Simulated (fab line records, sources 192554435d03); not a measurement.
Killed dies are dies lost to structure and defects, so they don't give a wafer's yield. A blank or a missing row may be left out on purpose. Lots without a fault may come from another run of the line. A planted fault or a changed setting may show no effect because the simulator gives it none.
Split-lot experiment | flow n5_finfet | 7 lots, 21 wafers read, on a route of 1938 steps

THE SPLIT
At N5_DUMMY_GATE_COAT_35 (time 60 s, resist thk 10 nm), the setting spin_rpm was moved away from the recipe's 1500 rpm on 4 of the 21 wafers read, by -9.7% to +10.9%. The other wafers ran this setting at the recipe's value.

The reading is taken at the split's own step.

THE READING
SiARC_of_DUMMY_GATE_COAT_35.thk_nm (the simulator's own value, which no gauge read), in nm, at N5_DUMMY_GATE_COAT_35 (time 60 s, resist thk 10 nm). The file gives no usual value for it.

wafer  | tool, chamber at the split | spin_rpm as run, rpm | against the recipe | SiARC_of_DUMMY_GATE_COAT_35.thk_nm, nm | against lot-mates on the recipe
L079.2 | litho_track-03, 0          | 1500                 | recipe             | 10                                     | -
L079.4 | litho_track-03, 0          | 1500                 | recipe             | 10                                     | -
L079.3 | litho_track-03, 0          | 1355                 | -9.7%              | 10.6                                   | +0.6
L080.1 | litho_track-03, 0          | 1500                 | recipe             | 10                                     | -
L080.2 | litho_track-03, 0          | 1500                 | recipe             | 10                                     | -
L080.4 | litho_track-03, 0          | 1578                 | +5.2%              | 9.8                                    | -0.2
L085.2 | litho_track-05, 0          | 1500                 | recipe             | 10                                     | -
L085.4 | litho_track-05, 0          | 1500                 | recipe             | 10                                     | -
L085.6 | litho_track-05, 0          | 1500                 | recipe             | 10                                     | -
L093.2 | litho_track-05, 0          | 1500                 | recipe             | 10                                     | -
L093.3 | litho_track-05, 0          | 1500                 | recipe             | 10                                     | -
L093.4 | litho_track-05, 0          | 1500                 | recipe             | 10                                     | -
L094.2 | litho_track-03, 0          | 1500                 | recipe             | 10                                     | -
L094.5 | litho_track-03, 0          | 1500                 | recipe             | 10                                     | -
L094.6 | litho_track-03, 0          | 1500                 | recipe             | 10                                     | -
L095.2 | litho_track-04, 0          | 1500                 | recipe             | 10                                     | -
L095.4 | litho_track-04, 0          | 1500                 | recipe             | 10                                     | -
L095.5 | litho_track-04, 0          | 1500                 | recipe             | 10                                     | -
L097.1 | litho_track-03, 0          | 1663                 | +10.9%             | 9.6                                    | -0.4
L097.3 | litho_track-03, 0          | 1500                 | recipe             | 10                                     | -
L097.6 | litho_track-03, 0          | 1663                 | +10.9%             | 9.4                                    | -0.6

THE FIT
A straight line over all 21 wafers: SiARC_of_DUMMY_GATE_COAT_35.thk_nm changes by -0.0503 nm for each +1% of spin_rpm; r = -0.98; the points scatter about the line by 0.045 nm.
The same after taking each lot's own level away (the mean of its wafers on the recipe; 21 wafers): -0.0503 nm for each +1%; r = -0.98; scatter 0.045 nm.
On that fit, the largest move of spin_rpm shifts the reading by 0.55 nm.
The lots' own levels span 10.00 to 10.00 nm.
So the lot-to-lot level changes the slope little: the two slopes agree.
Check: with one of the wafers moved furthest among these (+10.9%) left out of the fit, the line predicts -0.603 nm for it against its lot-mates. It came out at -0.4 nm against them.

OTHER SPLITS ON THESE WAFERS
These wafers also went through other splits before the reading. Each is held against what the fit with the lots' levels taken away leaves over:
other split on the same wafers        | wafers away from the commonest value | r with SiARC_of_DUMMY_GATE_COAT_35.thk_nm (lot level and that fit taken away)
N5_ZERO_LAYER_PECVD_02 time_s         | 6                                    | -0.10
N5_ZERO_LAYER_COAT_05 spin_rpm        | 6                                    | +0.20
N5_ZERO_LAYER_EXPOSE_08 dose_mj       | 5                                    | +0.02
N5_WELL_APT_COAT_02 spin_rpm          | 6                                    | +0.18
N5_FIN_SAQP_EXPOSE_13 dose_mj         | 7                                    | -0.20
N5_FIN_SAQP_DEVELOP_15 develop_time_s | 6                                    | -0.11
N5_FIN_CUT_COAT_19 spin_rpm           | 7                                    | -0.11

THE FILE'S OWN FIT
SiARC_of_DUMMY_GATE_COAT_35.thk_nm changes by -0.0514 nm for each +1% of spin_rpm, r = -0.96.
